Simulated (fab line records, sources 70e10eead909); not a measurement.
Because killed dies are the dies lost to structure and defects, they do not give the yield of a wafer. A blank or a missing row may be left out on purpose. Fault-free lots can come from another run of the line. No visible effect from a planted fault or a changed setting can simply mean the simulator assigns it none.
Chamber matching + flow nand harc + NHARC_A_M0_CMP_23 on cmp-01: 4 sister chambers
The step polishes, t overpolish 20 s, target thk 113.75 nm. 8 wafers are shown with their chamber, then 10 later ones without.

## EACH WAFER AND ITS CHAMBER
| wafer  | chamber | motor current A (A) | time to endpoint s (s) |
|--------|---------|---------------------|------------------------|
| L081.1 | 1       | 11.5                | 30.0                   |
| L085.1 | 1       | 11.9                | 25.3                   |
| L085.5 | 0       | 12.6                | 27.9                   |
| L087.1 | 3       | 10.4                | 26.6                   |
| L087.2 | 0       | 12.1                | 30.4                   |
| L087.4 | 2       | 13.4                | 28.3                   |
| L088.2 | 2       | 13.3                | 29.9                   |
| L088.4 | 3       | 10.8                | 30.8                   |

## WAFERS WHOSE CHAMBER IS MISSING
| wafer  | motor current A (A) | time to endpoint s (s) |
|--------|---------------------|------------------------|
| L088.5 | 10.8                | 30.2                   |
| L093.1 | 10.6                | 27.6                   |
| L093.3 | 12.9                | 28.8                   |
| L093.4 | 11.3                | 27.5                   |
| L096.1 | 12.8                | 31.4                   |
| L096.2 | 11.1                | 30.2                   |
| L096.5 | 12.6                | 29.8                   |
| L094.1 | 13.5                | 26.0                   |
| L094.3 | 11.0                | 29.5                   |
| L094.6 | 10.5                | 30.8                   |

## THE CHAMBER EACH PASSED THROUGH
| wafer  | from the rows above     | in truth |
|--------|-------------------------|----------|
| L088.5 | 3                       | 3        |
| L093.1 | 3                       | 3        |
| L093.3 | can't be placed: 2 or 0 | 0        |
| L093.4 | can't be placed: 1 or 3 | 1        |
| L096.1 | can't be placed: 0 or 2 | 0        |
| L096.2 | can't be placed: 3 or 1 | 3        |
| L096.5 | can't be placed: 0 or 2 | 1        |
| L094.1 | 2                       | 2        |
| L094.3 | can't be placed: 3 or 1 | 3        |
| L094.6 | 3                       | 3        |
Correctly placed: 4 of 10. Not placeable from these rows: 6 (in 5, the candidates include the true chamber). 0 placed wrongly.
How it was worked out, from the rows above alone: a wafer's distance from a chamber is the root of the sum, over the readings, of the square of ((its reading less the chamber's mean) divided by the reading's scatter). If the next closest chamber is less than 2 further off than the closest, the wafer can't be placed; otherwise it belongs to the closest. A chamber's mean is the mean of its shown wafers. The scatter: take each reading less its chamber's mean, square it, sum over the shown wafers, divide by the number of wafers less the number of chambers, and take the root.
